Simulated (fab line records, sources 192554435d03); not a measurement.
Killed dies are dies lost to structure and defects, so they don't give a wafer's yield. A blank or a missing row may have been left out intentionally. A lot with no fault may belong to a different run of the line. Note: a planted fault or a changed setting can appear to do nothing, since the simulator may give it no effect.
Split-lot trial + flow n5 finfet + 39 wafers read across 7 lots, on a route 1938 steps long

ON THE SPLIT
At N5_BEOL_M7_SPUTTER_48 (material Cu, target thk 10 nm, time 1.667 s), the setting target thk a was moved away from the recipe's 100 angstrom on 12 of the 39 wafers read, by -54.8% to -17.5%. All remaining wafers had this setting at the recipe value.

FROM THE SPLIT TO THE READING: what the file shows between them, 3 steps
- N5_BEOL_M7_ECD_50: material Cu, target thk 300 nm
- N5_BEOL_M7_ANNEAL_51: time 90 s
- N5_BEOL_M7_DEP_56: deposits SiCN from 3MS/NH3, target thk 10 nm, time 17.5 s

THE READING
raw defect count, at N5_BEOL_M7_INSPECT_58 (inspects for defects (darkfield)). Typical for fault-free wafers on this fab line: 67, with standard deviation 24.

| wafer  | tool, chamber at the split | target thk a as run, angstrom | against the recipe | raw defect count | against lot-mates on the recipe |
|--------|----------------------------|-------------------------------|--------------------|------------------|---------------------------------|
| L076.1 | pvd sputter-03, -          | 100                           | recipe             | 83               | -                               |
| L076.2 | pvd sputter-03, -          | 100                           | recipe             | 92               | -                               |
| L076.3 | pvd sputter-03, -          | 100                           | recipe             | 98               | -                               |
| L076.4 | pvd sputter-03, -          | 100                           | recipe             | 70               | -                               |
| L076.5 | pvd sputter-03, -          | 100                           | recipe             | 77               | -                               |
| L076.6 | pvd sputter-03, -          | 100                           | recipe             | 74               | -                               |
| L077.1 | pvd sputter-03, -          | 100                           | recipe             | 81               | -                               |
| L077.2 | pvd sputter-03, -          | 100                           | recipe             | 61               | -                               |
| L077.3 | pvd sputter-03, -          | 66.98                         | -33.0%             | 107              | +22                             |
| L077.4 | pvd sputter-03, -          | 66.98                         | -33.0%             | 112              | +27                             |
| L077.5 | pvd sputter-03, -          | 100                           | recipe             | 113              | -                               |
| L077.6 | pvd sputter-03, -          | 66.98                         | -33.0%             | 120              | +35                             |
| L082.1 | pvd sputter-02, -          | 100                           | recipe             | 53               | -                               |
| L082.2 | pvd sputter-02, -          | 100                           | recipe             | 72               | -                               |
| L082.3 | pvd sputter-02, -          | 59.83                         | -40.2%             | 135              | +75                             |
| L082.4 | pvd sputter-02, -          | 59.83                         | -40.2%             | 126              | +66                             |
| L082.5 | pvd sputter-02, -          | 59.83                         | -40.2%             | 98               | +38                             |
| L082.6 | pvd sputter-02, -          | 100                           | recipe             | 54               | -                               |
| L083.1 | pvd sputter-02, -          | 100                           | recipe             | 65               | -                               |
| L083.2 | pvd sputter-02, -          | 100                           | recipe             | 54               | -                               |
| L083.5 | pvd sputter-02, -          | 100                           | recipe             | 54               | -                               |
| L085.1 | pvd sputter-03, -          | 100                           | recipe             | 59               | -                               |
| L085.2 | pvd sputter-03, -          | 100                           | recipe             | 44               | -                               |
| L085.3 | pvd sputter-03, -          | 100                           | recipe             | 29               | -                               |
| L085.4 | pvd sputter-03, -          | 100                           | recipe             | 42               | -                               |
| L085.5 | pvd sputter-03, -          | 100                           | recipe             | 42               | -                               |
| L085.6 | pvd sputter-03, -          | 100                           | recipe             | 65               | -                               |
| L087.1 | pvd sputter-02, -          | 82.52                         | -17.5%             | 84               | +23                             |
| L087.2 | pvd sputter-02, -          | 82.52                         | -17.5%             | 83               | +22                             |
| L087.3 | pvd sputter-02, -          | 100                           | recipe             | 70               | -                               |
| L087.4 | pvd sputter-02, -          | 100                           | recipe             | 59               | -                               |
| L087.5 | pvd sputter-02, -          | 100                           | recipe             | 55               | -                               |
| L087.6 | pvd sputter-02, -          | 82.52                         | -17.5%             | 52               | -9                              |
| L088.1 | pvd sputter-01, -          | 100                           | recipe             | 72               | -                               |
| L088.2 | pvd sputter-01, -          | 100                           | recipe             | 54               | -                               |
| L088.3 | pvd sputter-01, -          | 100                           | recipe             | 45               | -                               |
| L088.4 | pvd sputter-01, -          | 45.25                         | -54.8%             | 217              | +160                            |
| L088.5 | pvd sputter-01, -          | 45.25                         | -54.8%             | 221              | +164                            |
| L088.6 | pvd sputter-01, -          | 45.25                         | -54.8%             | 212              | +155                            |

FIT RESULTS
A straight line over all 39 wafers: raw defect count changes by -2.14 for each +1% of target thk a; r = -0.86; the points scatter about the line by 24.
The same after taking each lot's own level away (the mean of its wafers on the recipe; 39 wafers): -2.14 for each +1%; r = -0.87; scatter 23.
On that fit, the largest move of target thk a shifts the reading by 1.2e+02.
Measured against the standard deviation above, the lots' own levels, which go from 46.8 to 85.0, span 1.6 times it.
So the lot-to-lot level changes the slope little: the two slopes agree.
Check: with one of the wafers moved furthest among these (-54.8%) left out of the fit, the line predicts +104 for it against its lot-mates. It came out at +160 against them.

THE FILE'S OWN FIT
raw defect count changes by -2.04 for each +1% of target thk a, r = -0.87.
